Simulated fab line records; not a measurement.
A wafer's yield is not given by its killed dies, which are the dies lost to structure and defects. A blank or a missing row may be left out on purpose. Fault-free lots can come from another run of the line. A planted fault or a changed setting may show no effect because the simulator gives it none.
Chamber matching :: flow nand harc :: 4 sister chambers for NHARC_P_BONDPAD_STRIP_15 on rie diel-05
The step strips in O2. 8 wafers are shown with their chamber, then 10 later ones without.

== WAFERS PAIRED WITH THEIR CHAMBERS ==
wafer: L080.2
chamber: 0
drypump motor current A (A): 6.3
showerhead plenum p Torr (Torr): 3.61

wafer: L082.1
chamber: 1
drypump motor current A (A): 5.7
showerhead plenum p Torr (Torr): 3.71

wafer: L082.4
chamber: 0
drypump motor current A (A): 6.3
showerhead plenum p Torr (Torr): 3.61

wafer: L083.2
chamber: 2
drypump motor current A (A): 5.1
showerhead plenum p Torr (Torr): 3.78

wafer: L083.3
chamber: 1
drypump motor current A (A): 5.8
showerhead plenum p Torr (Torr): 3.71

wafer: L083.6
chamber: 3
drypump motor current A (A): 6.0
showerhead plenum p Torr (Torr): 3.68

wafer: L088.3
chamber: 2
drypump motor current A (A): 5.1
showerhead plenum p Torr (Torr): 3.77

wafer: L088.4
chamber: 3
drypump motor current A (A): 6.0
showerhead plenum p Torr (Torr): 3.68

== WAFERS MISSING THEIR CHAMBER ==
wafer: L088.6
drypump motor current A (A): 5.7
showerhead plenum p Torr (Torr): 3.70

wafer: L091.1
drypump motor current A (A): 5.1
showerhead plenum p Torr (Torr): 3.77

wafer: L091.3
drypump motor current A (A): 6.0
showerhead plenum p Torr (Torr): 3.68

wafer: L091.4
drypump motor current A (A): 5.7
showerhead plenum p Torr (Torr): 3.70

wafer: L090.4
drypump motor current A (A): 6.0
showerhead plenum p Torr (Torr): 3.68

wafer: L090.5
drypump motor current A (A): 5.7
showerhead plenum p Torr (Torr): 3.70

wafer: L090.6
drypump motor current A (A): 5.1
showerhead plenum p Torr (Torr): 3.77

wafer: L093.1
drypump motor current A (A): 6.3
showerhead plenum p Torr (Torr): 3.60

wafer: L093.5
drypump motor current A (A): 5.9
showerhead plenum p Torr (Torr): 3.68

wafer: L093.6
drypump motor current A (A): 6.3
showerhead plenum p Torr (Torr): 3.60

== THE CHAMBER EACH PASSED THROUGH ==
wafer: L088.6
from the rows above: 1
in truth: 1

wafer: L091.1
from the rows above: 2
in truth: 2

wafer: L091.3
from the rows above: 3
in truth: 3

wafer: L091.4
from the rows above: 1
in truth: 1

wafer: L090.4
from the rows above: 3
in truth: 3

wafer: L090.5
from the rows above: 1
in truth: 1

wafer: L090.6
from the rows above: 2
in truth: 2

wafer: L093.1
from the rows above: 0
in truth: 0

wafer: L093.5
from the rows above: 3
in truth: 3

wafer: L093.6
from the rows above: 0
in truth: 0
Placed correctly: 10 of 10. Can't be placed from these rows: 0. Number placed wrongly: 0.
How it was worked out, from the rows above alone: a wafer's distance from a chamber is the root of the sum, over the readings, of the square of ((its reading less the chamber's mean) divided by the reading's scatter). If the next closest chamber is less than 2 further off than the closest, the wafer can't be placed; otherwise it belongs to the closest. Each chamber's mean is taken over the wafers shown for it. The scatter is the square root of a quotient: the sum, over the shown wafers, of each reading's squared deviation from its chamber's mean, divided by wafers minus chambers.
